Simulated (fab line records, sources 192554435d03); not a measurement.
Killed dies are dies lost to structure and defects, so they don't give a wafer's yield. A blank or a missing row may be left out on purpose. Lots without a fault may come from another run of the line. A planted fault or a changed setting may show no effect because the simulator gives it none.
Chamber matching | flow n5_finfet | N5_BEOL_M7_ETCH_62 on rie_diel-06: 4 sister chambers
The step etches SOC in N2/H2, target depth 110 nm, overetch 22 nm, time 165 s. 4 wafers are shown with their chamber, then 11 later ones without.

WAFERS WITH THEIR CHAMBER
wafer  | chamber | drypump_motor_current_A (A)
L086.1 | 0       | 6.2
L086.4 | 1       | 5.2
L086.5 | 2       | 6.6
L087.4 | 3       | 5.9

WAFERS WITHOUT THEIR CHAMBER
wafer  | drypump_motor_current_A (A)
L087.5 | 5.9
L087.6 | 6.6
L092.2 | 6.2
L092.4 | 6.6
L092.5 | 5.8
L094.2 | 6.2
L094.4 | 5.9
L094.5 | 6.6
L097.1 | 6.2
L097.2 | 6.6
L097.5 | 5.2

WHICH CHAMBER EACH WENT THROUGH
wafer  | from the rows above | in truth
L087.5 | 3                   | 3
L087.6 | 2                   | 2
L092.2 | 0                   | 0
L092.4 | 2                   | 2
L092.5 | 3                   | 3
L094.2 | 0                   | 0
L094.4 | 3                   | 3
L094.5 | 2                   | 2
L097.1 | 0                   | 0
L097.2 | 2                   | 2
L097.5 | 1                   | 1
Placed correctly: 11 of 11. Can't be placed from these rows: 0. Placed wrongly: 0.
How it was worked out, from the rows above alone: a wafer's distance from a chamber is the root of the sum, over the readings, of the square of ((its reading less the chamber's mean) divided by the reading's scatter). The wafer belongs to the nearest chamber; if the next one is less than 2 further off, it can't be placed. A chamber's mean is the mean of its shown wafers. The scatter: with one shown wafer a chamber, the root of the mean of the squares of how far each hidden wafer lies from its nearest shown one.
